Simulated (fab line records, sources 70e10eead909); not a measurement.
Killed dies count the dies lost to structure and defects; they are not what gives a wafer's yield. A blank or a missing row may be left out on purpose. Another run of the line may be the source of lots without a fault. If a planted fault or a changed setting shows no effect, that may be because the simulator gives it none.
Chamber matching | flow nand_harc | ald_hk-04 running NHARC_A_CHANNEL_FILL_D1_ALD_25: 4 sister chambers
The step deposits SiOx, target thk 60 nm, pulse time 10 s, ald cycles 600. 4 wafers are shown with their chamber, then 8 later ones without.

== EACH WAFER AND ITS CHAMBER ==
wafer  | chamber | heater_power_w (W)
L352.4 | 0       | 415
L365.1 | 1       | 466
L365.2 | 2       | 483
L366.1 | 3       | 469

== WAFERS WHOSE CHAMBER IS MISSING ==
wafer  | heater_power_w (W)
L366.4 | 414
L366.5 | 480
L367.2 | 465
L367.3 | 476
L367.4 | 492
L371.1 | 512
L371.3 | 420
L371.4 | 454

== CHAMBER TAKEN BY EACH ==
wafer  | from the rows above          | in truth
L366.4 | 0                            | 0
L366.5 | can't be placed: 2 or 3 or 1 | 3
L367.2 | can't be placed: 1 or 3 or 2 | 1
L367.3 | can't be placed: 2 or 3 or 1 | 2
L367.4 | can't be placed: 2 or 3 or 1 | 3
L371.1 | can't be placed: 2 or 3 or 1 | 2
L371.3 | 0                            | 0
L371.4 | can't be placed: 1 or 3 or 2 | 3
Correct placement for 2 of the 8. Can't be placed from these rows: 6 (the true chamber is among the candidates in 6). Placed wrongly: 0.
How it was worked out, from the rows above alone: a wafer's distance from a chamber is the root of the sum, over the readings, of the square of ((its reading less the chamber's mean) divided by the reading's scatter). If the next closest chamber is less than 2 further off than the closest, the wafer can't be placed; otherwise it belongs to the closest. Each chamber's mean is taken over the wafers shown for it. The scatter: root of mean squared gap, hidden wafer to nearest shown wafer, with one shown wafer a chamber.
